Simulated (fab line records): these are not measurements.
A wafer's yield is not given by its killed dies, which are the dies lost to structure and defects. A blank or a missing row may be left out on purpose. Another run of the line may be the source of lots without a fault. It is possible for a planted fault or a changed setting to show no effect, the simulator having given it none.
Matching of chambers	flow n5Finfet	N5_BEOL_M9_CURE_71 on uvCure-03: 3 sister chambers
The step cures SiCOH lowk, time 240 s. 5 wafers are shown with their chamber, then 8 later ones without.

== EACH WAFER AND ITS CHAMBER ==
wafer	chamber	wafer_temp_C_max	lampPowerPct (%)
L086.2	1	386.1	52.30
L086.4	1	386.5	52.37
L092.3	0	388.1	52.36
L092.4	0	387.0	52.27
L093.4	2	386.8	52.27

== WAFERS WITHOUT THEIR CHAMBER ==
wafer	wafer_temp_C_max	lampPowerPct (%)
L093.5	387.2	52.39
L093.6	386.7	52.23
L095.3	386.3	52.31
L095.4	386.2	52.35
L095.5	386.6	52.25
L097.1	386.4	52.25
L097.3	386.9	52.28
L097.5	387.0	52.35

== WHICH CHAMBER EACH ONE RAN IN ==
wafer	from the rows above	in truth
L093.5	can't be placed: 0 or 1 or 2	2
L093.6	can't be placed: 2 or 1 or 0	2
L095.3	can't be placed: 1 or 2 or 0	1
L095.4	can't be placed: 1 or 2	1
L095.5	can't be placed: 2 or 1 or 0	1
L097.1	can't be placed: 2 or 1 or 0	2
L097.3	can't be placed: 2 or 0 or 1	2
L097.5	can't be placed: 0 or 1 or 2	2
Correct placement for 0 of the 8. Unplaceable from these rows: 8, with the true chamber sitting among the candidates in 8. Number placed wrongly: 0.
How it was worked out, from the rows above alone: a wafer's distance from a chamber is the root of the sum, over the readings, of the square of ((its reading less the chamber's mean) divided by the reading's scatter). The wafer belongs to the nearest chamber; if the next one is less than 2 further off, it can't be placed. For every chamber, the mean is computed from those of its wafers that are shown. The scatter: the root of (the sum of the squares of (reading less its chamber's mean) over the shown wafers, divided by (wafers less chambers)).
